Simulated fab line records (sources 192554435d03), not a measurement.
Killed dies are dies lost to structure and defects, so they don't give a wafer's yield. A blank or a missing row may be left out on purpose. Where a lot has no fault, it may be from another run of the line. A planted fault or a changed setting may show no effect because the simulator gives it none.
Comparing a struck lot with a sound one ; flow n5Finfet ; 26 steps out of a route of 1938
Sound: wafers L764.1, L764.3, L764.5. Struck: wafers L777.2, L777.4, L777.5. At the end, the cause is stated.
Per side, at each step with rows, come the tool, then ch with its chambers, and then its first start. Under that, the readings that differ: sound wafers ; struck wafers ; difference of the means ; sigmas: that difference in standard deviations of wafers without a fault.
alike: same words and numbers on both sides, and readings whose means sit less than 2 such deviations apart. not compared: any withheld reading, any reading some wafer has no value for, any bound like >300 that may hide the same value, and any number with overlapping values for which the record gives no deviation.
A row with sigmas, a row that says differs or no value, or rows on one side alone: a step with any of these is where the two part. Non-overlapping numbers with no deviation appear without sigmas and do not part them. A reading missing from all wafers of one side parts the sides only when that side holds two or more wafers.

first, 1 step without rows for these wafers: N5_GATE_CUT_ETCHBACK_00 (etches W in SF6/Cl2).
N5_GATE_CUT_ETCH_56: etches TiN in Cl2/Ar, target depth 21.6 nm.
  sound on rieMetal-01 ch 0,1, day 4 12:12; struck on rieMetal-02 ch 0,1, day 7 18:29
  alike: drypumpMotorCurrentA, heBacksideLeakSccm, oesProductAu, rfFwdPowerW, throttleValvePct
  not compared: rfHoursCounterH
then, 2 steps without rows for these wafers: N5_GATE_CUT_ETCHBACK_30 (etches TiN in Cl2/Ar, target depth 3 nm); N5_GATE_CUT_VAPOR_ETCH_60 (etches HfO2 in BCl3/Cl2).
N5_GATE_CUT_ETCH_58: etches SiNx in CH3F/O2, target depth 17 nm, time 128.6 s.
  sound on rieDiel-02 ch 1,2,3, day 4 12:22; struck on rieDiel-06 ch 0,2,3, day 7 18:41
  alike: drypumpMotorCurrentA, oesProductAu, rfFwdPowerW, rfVppV, showerheadPlenumPTorr, throttleValvePct
  not compared: rfHoursCounterH
N5_GATE_CUT_STRIP_59: strips in N2/H2, time 20 s.
  sound on rieDiel-02 ch 1,2,3, day 4 12:28; struck on rieDiel-06 ch 0,2,3, day 7 18:47
  alike: drypumpMotorCurrentA, oesProductAu, rfVppV, showerheadPlenumPTorr, throttleValvePct
  not compared: rfHoursCounterH
then, 3 steps without rows for these wafers: N5_GATE_CUT_PRECLEAN_31 (cleans in DIW, time 300 s); N5_GATE_CUT_SRD_32 (time 30 s); N5_GATE_CUT_SAC_CAP_01 (material SiNx, target thk 24 nm, pulse time 1 s, ald cycles 480).
N5_GATE_CUT_PECVD_57: deposits SiNx from SiH4/NH3/N2, target thk 21 nm.
  sound on pecvd-02 ch 0,1,2, day 4 14:53; struck on pecvd-01 ch 0,2, day 7 21:12
  alike: chamberPressureTorr, heaterPowerW, rfFwdPowerW, showerheadPlenumPTorr, throttleValvePct
then, 1 step without rows for these wafers: N5_GATE_CUT_CMP_02 (polishes, stops on SiO2, t overpolish 12.7 s, target thk 0 nm).
N5_GATE_CUT_HM_DEP_46: deposits SiO2 from TEOS/O2, target thk 130 nm, time 26.6 s.
  sound on pecvd-02 ch 0,1,2, day 4 15:29; struck on pecvd-01 ch 0,1,2, day 7 21:36
  alike: chamberPressureTorr, heaterPowerW, rfFwdPowerW, showerheadPlenumPTorr, throttleValvePct
then, 9 steps without rows for these wafers: N5_GATE_CUT_COAT_34 (time 60 s, resist thk 60 nm); N5_GATE_CUT_COAT_35 (time 60 s, resist thk 10 nm); N5_GATE_CUT_COAT_27 (time 60 s, resist thk 10 nm); N5_GATE_CUT_COAT_07 (resist thk 30 nm); N5_GATE_CUT_EBR_09; N5_GATE_CUT_SOFTBAKE_08 (time 60 s); N5_GATE_CUT_EXPOSE_10 (exposes mask GATE CUT, target cd 20 nm); N5_GATE_CUT_PEB_11 (peb time 60 s); N5_GATE_CUT_DEVELOP_12 (develop time 30 s).
N5_GATE_CUT_CD_MEAS_13: the cd target is 20 nm.
  sound on cdSem-03 ch 0, day 4 15:57; struck on cdSem-03 ch 0, day 7 22:04
  alike: cdNm
N5_GATE_CUT_OVL_MEAS_14:
  sound on overlay-01 ch 0, day 4 15:59; struck on overlay-02 ch 0, day 7 22:06
  alike: GATE_CUT_OVL
N5_GATE_CUT_INSPECT_15: inspects for defects (brightfield).
  struck on defectInspect-01, day 7 22:10; sound on defectInspect-02, day 4 16:02
reading;sound;struck;difference;sigmas
rawDefectCount;145 134 90;785 764 778;+653;+17
N5_GATE_CUT_DESCUM_18: chemistry O2, time 7 s.
  sound on rieDiel-03 ch 0,2, day 4 16:05; struck on rieDiel-03 ch 0,3, day 7 22:11
  alike: drypumpMotorCurrentA, oesProductAu, rfFwdPowerW, rfVppV, showerheadPlenumPTorr, throttleValvePct
  not compared: rfHoursCounterH
-- the record jumps here: 8 days lie between the struck wafers' starts before and after (it left off in module GATE_CUT and takes up again in module PASSIVATION, whose first step shown is number 1936 of the route) --
N5_PASSIVATION_PROBE_49:
  only the struck wafers here have rows in the record (prober-02, day 15 20:13); the sound ones have none

WHERE THEY PART
At N5_GATE_CUT_INSPECT_15 first; at N5_PASSIVATION_PROBE_49 last (within this record only).

WHY: what had been put in by the simulator
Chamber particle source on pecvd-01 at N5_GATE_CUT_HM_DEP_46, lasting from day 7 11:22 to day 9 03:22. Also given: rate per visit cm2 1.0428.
